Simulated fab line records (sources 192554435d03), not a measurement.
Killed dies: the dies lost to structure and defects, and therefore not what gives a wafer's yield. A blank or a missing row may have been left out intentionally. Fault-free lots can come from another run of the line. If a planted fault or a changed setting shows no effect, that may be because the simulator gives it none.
Matching of chambers -- flow n5-finfet -- 4 sister chambers for N5_BEOL_M15_CMP_49 on cmp-04
The step polishes, stops on SiO2, t overpolish 4.9 s, target thk 850 nm. 20 wafers are shown with their chamber, then 10 later ones without.

## WAFERS WITH THEIR CHAMBER
wafer,chamber,motor-current-A (A),barrier-field-endpoint-s (s),overpolish-run-s (s)
L082.3,1,7.0,11.3,4.905
L082.4,0,8.3,11.7,4.904
L082.6,2,7.2,11.7,4.890
L078.1,2,7.2,11.3,4.904
L078.4,0,7.8,11.4,4.899
L078.5,2,7.2,10.8,4.902
L084.2,3,8.1,11.5,4.904
L084.4,2,7.3,11.2,4.906
L084.6,1,6.7,11.5,4.888
L085.1,0,8.2,11.3,4.897
L085.2,1,6.5,10.9,4.903
L085.6,1,6.9,11.2,4.889
L086.2,0,8.2,11.7,4.897
L086.5,0,8.1,11.7,4.883
L086.6,3,7.8,11.5,4.911
L088.1,2,7.0,10.6,4.899
L088.2,0,8.1,11.3,4.898
L088.3,3,7.9,11.6,4.907
L090.1,1,6.6,11.2,4.910
L090.3,3,7.8,11.7,4.899

SIGNATURES (means of the wafers above)
reading,chamber 0,chamber 1,chamber 2,chamber 3,scatter within a chamber
motor-current-A,8.117,6.740,7.180,7.900,0.164
barrier-field-endpoint-s,11.517,11.220,11.120,11.575,0.271
overpolish-run-s,4.89633,4.89900,4.90020,4.90525,0.00739
Rule: a wafer's distance from a chamber is the root of the sum, over the readings, of the square of ((its reading less the chamber's mean) divided by the reading's scatter). If the next closest chamber is less than 2 further off than the closest, the wafer can't be placed; otherwise it belongs to the closest. The scatter: take each reading less its chamber's mean, square it, sum over the shown wafers, divide by the number of wafers less the number of chambers, and take the root.

## WAFERS WITH NO CHAMBER GIVEN
wafer,motor-current-A (A),barrier-field-endpoint-s (s),overpolish-run-s (s)
L090.5,7.9,11.3,4.914
L089.2,7.5,11.5,4.903
L089.4,6.9,11.2,4.893
L089.6,7.5,11.7,4.906
L091.1,7.4,10.8,4.901
L091.2,8.4,11.3,4.904
L091.4,8.1,11.2,4.893
L092.1,8.4,11.0,4.900
L092.3,8.0,10.9,4.893
L092.4,7.1,10.6,4.897

## WHICH CHAMBER EACH ONE RAN IN
wafer,from the rows above,in truth
L090.5,can't be placed: 3 or 0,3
L089.2,can't be placed: 2 or 3 or 0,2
L089.4,can't be placed: 1 or 2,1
L089.6,can't be placed: 3 or 2 or 0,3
L091.1,2,2
L091.2,can't be placed: 0 or 3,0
L091.4,can't be placed: 0 or 3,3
L092.1,can't be placed: 0 or 3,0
L092.3,can't be placed: 0 or 3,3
L092.4,can't be placed: 2 or 1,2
Correctly placed: 1 of 10. Cannot be placed on the basis of these rows: 9; the candidates contain the true chamber in 9. Number placed wrongly: 0.
